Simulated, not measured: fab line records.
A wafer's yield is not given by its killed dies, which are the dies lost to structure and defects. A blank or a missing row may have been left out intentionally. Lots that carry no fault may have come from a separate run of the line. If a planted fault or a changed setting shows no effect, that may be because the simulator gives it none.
fab line records	flow n5-finfet	part 2 of 2: steps 19 to 27 of 27
[record] lots = 5	wafers = 15	last-day = 19
route steps=1938 shown BEOL_M3@936
lots that met no fault: from a run of the same line without faults
start-h: hours from the record's opening day to when the first of the lot's shown wafers began	wait-h: hours from the lot's prior step to this one	" unchanged from the row above	L1.1+2: one row covering several wafers at once	- no value, or no start was given	* or withheld: withheld	< > ~ a bound
route shown NAME@n: names a module that has steps shown in the file, with the first one's number in the route	usual: mean/standard deviation taken from wafers without a fault	same: alike in all rows	chamber/n: place in a boat	sites: the reading at each site	_std_site: how widely they spread, as a standard deviation	_edge_site: the outer-site mean with the inner-site mean subtracted	radius-mm: how far each site lies from the wafer's centre	mask NAME#n: copy n	behind: tool/chamber where the wafer was last shaped	hold: why the lot was held/for how many hours/how that ended	device: names the non-switching transistor (n, p or np)	end of line: tests run on the same wafers once the route is complete	for a step that has no rows: nothing shown but its recipe	killed: the dies lost at the first sort to structure and to defects; this is not the yield of the wafer	map: a wafer's dies, marking killed ones x, the rest . and places with no die _
set.NAME: setting as actually run; set.NAME@STEP: the setting as run at that earlier step	model.NAME: the simulator's own value behind a step, which no gauge read
lots at some steps of the route; a table a step, a row a wafer
services: when a tool's chamber went out of use (start-h, in hours from the record's first day, below 0 if earlier), for how many hours, and the reason
[[steps]]
[step N5_BEOL_M3_HM_OPEN_17]
[recipe] chemistry = Cl2/BCl3	target-depth-a = 200	overetch-a = 60	target = TiN	mask-material = SOC	ion-energy-ev = 150	pressure-mtorr = 10	icp-w = 1000	bias-w = 126	Cl2_flow_sccm = 53.25	bcl3-flow-sccm = 21.75	Ar_flow_sccm = 25
[usual] bias-w = 125.9/0.38	drypump-motor-current-A = 5.9/0.61	oes-product-au = 0.70/0.067	throttle-valve-pct = 22.04/0.18
lot.wafer	tool	chamber	start-h	wait-h	bias-w	drypump-motor-current-A	oes-product-au	rf-hours-counter-h	throttle-valve-pct
L079.4	rie-metal-03	0	185.09	0.1	125.8	5.7	0.78	-	21.87
L079.5	"	1	"	"	125.9	6.7	0.70	-	21.94
L079.6	"	0	"	"	125.8	5.7	0.76	-	21.86
L084.1	rie-metal-01	1	240.32	0.0	126.1	5.0	0.66	47	21.98
L084.2	"	0	"	"	126.0	5.6	0.66	42	22.11
L084.4	"	0	"	"	125.8	5.5	0.66	-	22.11
L087.3	rie-metal-03	0	250.87	0.1	125.9	5.8	0.75	-	21.88
L087.4	"	1	"	"	125.8	6.7	0.68	-	21.99
L087.6	"	1	"	"	125.8	6.7	0.69	-	21.99
L092.1	rie-metal-02	0	269.78	0.0	124.9	6.5	0.76	13	21.94
L092.2	"	0	"	"	125.3	6.5	0.75	-	21.95
L092.6	"	0	"	"	125.5	6.6	0.77	-	21.95
L096.3	rie-metal-02	0	283.53	0.1	126.2	6.6	0.76	-	21.94
L096.5	"	1	"	"	126.1	5.5	0.58	-	22.45
L096.6	"	0	"	"	126.4	6.6	0.76	-	21.95
[step N5_BEOL_M3_STRIP_19]
[recipe] chemistry = O2	power-w = 400	temp-c = 40	pressure-mtorr = 30	rf-frequency-hz = 6e+07	bias-power-w = 0	overash-fraction = 0.2	o2-flow-sccm = 225
[usual] drypump-motor-current-A = 5.6/0.44	oes-product-au = 0.79/0.1	rf-vpp-V = 3.6/0.51	showerhead-plenum-p-Torr = 2.12/0.077	throttle-valve-pct = 16.56/0.2
lot.wafer	tool	chamber	start-h	wait-h	drypump-motor-current-A	oes-product-au	rf-hours-counter-h	rf-vpp-V	showerhead-plenum-p-Torr	throttle-valve-pct
L079.4	rie-diel-03	2	185.20	0.1	5.7	0.67	-	3.8	2.14	16.57
L079.5	"	0	"	"	5.1	0.71	-	3.7	2.16	16.68
L079.6	"	3	"	"	5.1	0.83	-	3.1	2.11	16.37
L084.1	rie-diel-02	3	240.43	0.1	6.0	0.72	208	3.1	1.99	16.75
L084.2	"	1	"	"	6.4	0.76	142	3.9	2.02	16.81
L084.4	"	3	"	"	6.0	0.72	-	3.7	1.99	16.72
L087.3	rie-diel-02	3	250.95	0.1	6.0	0.71	214	3.4	1.99	16.73
L087.4	"	3	"	"	6.0	0.71	-	3.0	1.99	16.74
L087.6	"	1	"	"	6.4	0.76	-	4.3	2.02	16.83
L092.1	rie-diel-02	3	270.06	0.2	6.0	0.71	220	4.1	1.98	16.76
L092.2	"	0	"	"	5.0	0.98	4	3.2	2.15	16.03
L092.6	"	1	"	"	6.4	0.75	-	3.5	2.01	16.83
L096.3	rie-diel-02	2	283.79	0.2	5.6	0.71	223	3.6	2.17	16.65
L096.5	"	1	"	"	6.4	0.74	-	4.1	2.01	16.84
L096.6	"	3	"	"	6.0	0.70	-	3.2	1.98	16.79
[step N5_BEOL_M3_CD_MEAS_18]
[recipe] pitch-nm = 36	target-cd-nm = 18
[usual] cd-nm = 18.1/0.32
lot.wafer	tool	chamber	start-h	wait-h	cd-nm
L079.4	cd-sem-01	-	185.26	0.0	18.2
L079.5	"	-	"	"	17.8
L079.6	"	-	"	"	18.6
L084.1	cd-sem-03	-	240.50	0.0	18.0
L084.2	"	-	"	"	18.3
L084.4	"	-	"	"	18.2
L087.3	cd-sem-02	-	251.02	0.1	17.7
L087.4	"	-	"	"	17.7
L087.6	"	-	"	"	17.5
L092.1	cd-sem-03	-	270.13	0.0	17.7
L092.2	"	-	"	"	18.2
L092.6	"	-	"	"	18.2
L096.3	cd-sem-03	-	283.86	0.1	18.3
L096.5	"	-	"	"	18.0
L096.6	"	-	"	"	17.9
[step N5_BEOL_M3_COAT_67]
[recipe] resist = SOC	temp-c = 250	time-s = 60	spin-rpm = 1500	resist-thk-nm = 60
[usual] resist-line-temp-C = 23.01/0.11	spin-speed-rpm = 1500.1/1.2
lot.wafer	tool	chamber	start-h	wait-h	resist-line-temp-C	spin-speed-rpm
L079.4	litho-track-02	0	185.29	0.0	23.02	1501.2
L079.5	"	0	"	"	23.09	1500.0
L079.6	"	0	"	"	22.94	1500.0
L084.1	litho-track-02	0	240.54	0.0	23.08	1500.7
L084.2	"	0	"	"	23.13	1499.7
L084.4	"	0	"	"	23.14	1500.8
L087.3	litho-track-02	0	251.05	0.0	22.89	1500.8
L087.4	"	0	"	"	23.03	1499.7
L087.6	"	0	"	"	23.10	1500.4
L092.1	litho-track-03	0	270.16	0.0	22.84	1501.5
L092.2	"	0	"	"	22.89	1498.7
L092.6	"	0	"	"	22.93	1499.2
L096.3	litho-track-03	0	283.90	0.0	23.16	1499.7
L096.5	"	0	"	"	23.25	1499.6
L096.6	"	0	"	"	23.22	1498.1
[step N5_BEOL_M3_COAT_68]
[recipe] resist = SiARC	temp-c = 220	time-s = 60	spin-rpm = 1500	resist-thk-nm = 12
[usual] resist-line-temp-C = 22.99/0.095	spin-speed-rpm = 1500.0/1.2
lot.wafer	tool	chamber	start-h	wait-h	resist-line-temp-C	spin-speed-rpm
L079.4	litho-track-02	0	-	-	22.99	1500.7
L079.5	"	0	"	"	23.08	1499.8
L079.6	"	0	"	"	23.13	1500.6
L084.1	litho-track-02	0	-	-	22.88	1499.7
L084.2	"	0	"	"	22.87	1502.5
L084.4	"	0	"	"	22.87	1500.1
L087.3	litho-track-02	0	-	-	23.05	1499.5
L087.4	"	0	"	"	23.15	1498.6
L087.6	"	0	"	"	23.06	1499.7
L092.1	litho-track-03	0	-	-	23.01	1501.5
L092.2	"	0	"	"	23.02	1497.4
L092.6	"	0	"	"	23.07	1498.3
L096.3	litho-track-03	0	-	-	23.02	1503.2
L096.5	"	0	"	"	23.08	1500.9
L096.6	"	0	"	"	22.94	1501.9
[step N5_BEOL_M3_COAT_76]
[recipe] resist = underlayer	temp-c = 205	time-s = 60	spin-rpm = 1500	resist-thk-nm = 5
[usual] resist-line-temp-C = 22.98/0.11	spin-speed-rpm = 1500.1/1.1
lot.wafer	tool	chamber	start-h	wait-h	resist-line-temp-C	spin-speed-rpm
L079.4	litho-track-02	0	-	-	22.97	1499.4
L079.5	"	0	"	"	22.77	1499.8
L079.6	"	0	"	"	22.91	1500.6
L084.1	litho-track-02	0	-	-	23.14	1499.3
L084.2	"	0	"	"	23.06	1501.1
L084.4	"	0	"	"	23.09	1500.7
L087.3	litho-track-02	0	-	-	23.07	1500.5
L087.4	"	0	"	"	23.01	1498.9
L087.6	"	0	"	"	23.06	1500.6
L092.1	litho-track-03	0	-	-	23.06	1502.2
L092.2	"	0	"	"	22.81	1500.6
L092.6	"	0	"	"	22.99	1501.4
L096.3	litho-track-03	0	-	-	22.90	1500.2
L096.5	"	0	"	"	22.97	1500.8
L096.6	"	0	"	"	22.85	1500.3
[step N5_BEOL_M3_COAT_22]
[recipe] resist = CAR-EUV	spin-rpm = 1500	resist-thk-nm = 30
[usual] resist-line-temp-C = 22.97/0.11	spin-speed-rpm = 1499.9/1
lot.wafer	tool	chamber	start-h	wait-h	resist-line-temp-C	spin-speed-rpm
L079.4	litho-track-02	0	-	-	23.07	1499.4
L079.5	"	0	"	"	22.97	1499.9
L079.6	"	0	"	"	22.97	1499.4
L084.1	litho-track-02	0	-	-	22.78	1499.6
L084.2	"	0	"	"	23.03	1499.7
L084.4	"	0	"	"	22.88	1498.5
L087.3	litho-track-02	0	-	-	22.95	1501.5
L087.4	"	0	"	"	23.01	1500.3
L087.6	"	0	"	"	23.05	1499.3
L092.1	litho-track-03	0	-	-	22.96	1499.7
L092.2	"	0	"	"	22.99	1499.2
L092.6	"	0	"	"	22.90	1500.5
L096.3	litho-track-03	0	-	-	22.81	1500.2
L096.5	"	0	"	"	22.87	1498.7
L096.6	"	0	"	"	22.89	1500.5
[step N5_BEOL_M3_EBR_24]
[recipe] solvent = PGMEA	ebr-width-mm = 1.5
[usual] resist-line-temp-C = 23.01/0.1
lot.wafer	tool	chamber	start-h	wait-h	resist-line-temp-C
L079.4	litho-track-02	0	-	-	23.00
L079.5	"	0	"	"	22.99
L079.6	"	0	"	"	23.06
L084.1	litho-track-02	0	-	-	23.04
L084.2	"	0	"	"	22.92
L084.4	"	0	"	"	23.03
L087.3	litho-track-02	0	-	-	23.04
L087.4	"	0	"	"	23.08
L087.6	"	0	"	"	23.15
L092.1	litho-track-03	0	-	-	22.97
L092.2	"	0	"	"	22.98
L092.6	"	0	"	"	23.03
L096.3	litho-track-03	0	-	-	22.99
L096.5	"	0	"	"	23.07
L096.6	"	0	"	"	23.11
[step N5_BEOL_M3_SOFTBAKE_23]
[recipe] temp-c = 110	time-s = 60	resist = CAR-EUV
[usual] resist-line-temp-C = 23.02/0.11
lot.wafer	tool	chamber	start-h	wait-h	resist-line-temp-C
L079.4	litho-track-02	0	-	-	23.19
L079.5	"	0	"	"	23.08
L079.6	"	0	"	"	23.08
L084.1	litho-track-02	0	-	-	23.00
L084.2	"	0	"	"	22.97
L084.4	"	0	"	"	22.95
L087.3	litho-track-02	0	-	-	22.93
L087.4	"	0	"	"	23.07
L087.6	"	0	"	"	23.17
L092.1	litho-track-03	0	-	-	22.90
L092.2	"	0	"	"	23.02
L092.6	"	0	"	"	23.11
L096.3	litho-track-03	0	-	-	22.97
L096.5	"	0	"	"	22.87
L096.6	"	0	"	"	23.03
[[services]]
tool	chamber	start-h	hours	kind
litho-track-03	-	166.30	-	consumable-replace:filter
rie-diel-05	3	171.94	12.6	repair
euv-scanner-01	-	176.29	1.0	pm
litho-track-02	-	176.58	-	consumable-replace:filter
euv-scanner-01	-	184.89	4.6	pm
rie-diel-05	0	184.97	-	clean
rie-diel-05	0	184.97	-	consumable-replace:focus-ring
euv-scanner-02	-	198.28	1.0	pm
rie-diel-03	0	202.03	2.2	repair
euv-scanner-02	-	203.02	4.6	pm
rie-metal-03	-	221.17	2.8	pm
rie-diel-03	2	225.93	-	clean
rie-diel-03	2	225.93	-	consumable-replace:focus-ring
rie-diel-03	2	225.93	25.0	scheduled-down
rie-diel-03	2	225.93	25.0	vent-cycle
rie-diel-02	1	229.90	7.5	repair
euv-scanner-01	-	232.44	1.0	pm
euv-scanner-02	-	247.77	3.2	repair
euv-scanner-02	-	254.43	1.0	pm
rie-metal-02	-	259.01	1.1	repair
rie-metal-02	1	266.96	4.9	repair
rie-diel-05	1	270.40	3.0	repair
rie-metal-03	1	272.82	4.8	repair
rie-diel-02	0	274.42	7.1	repair
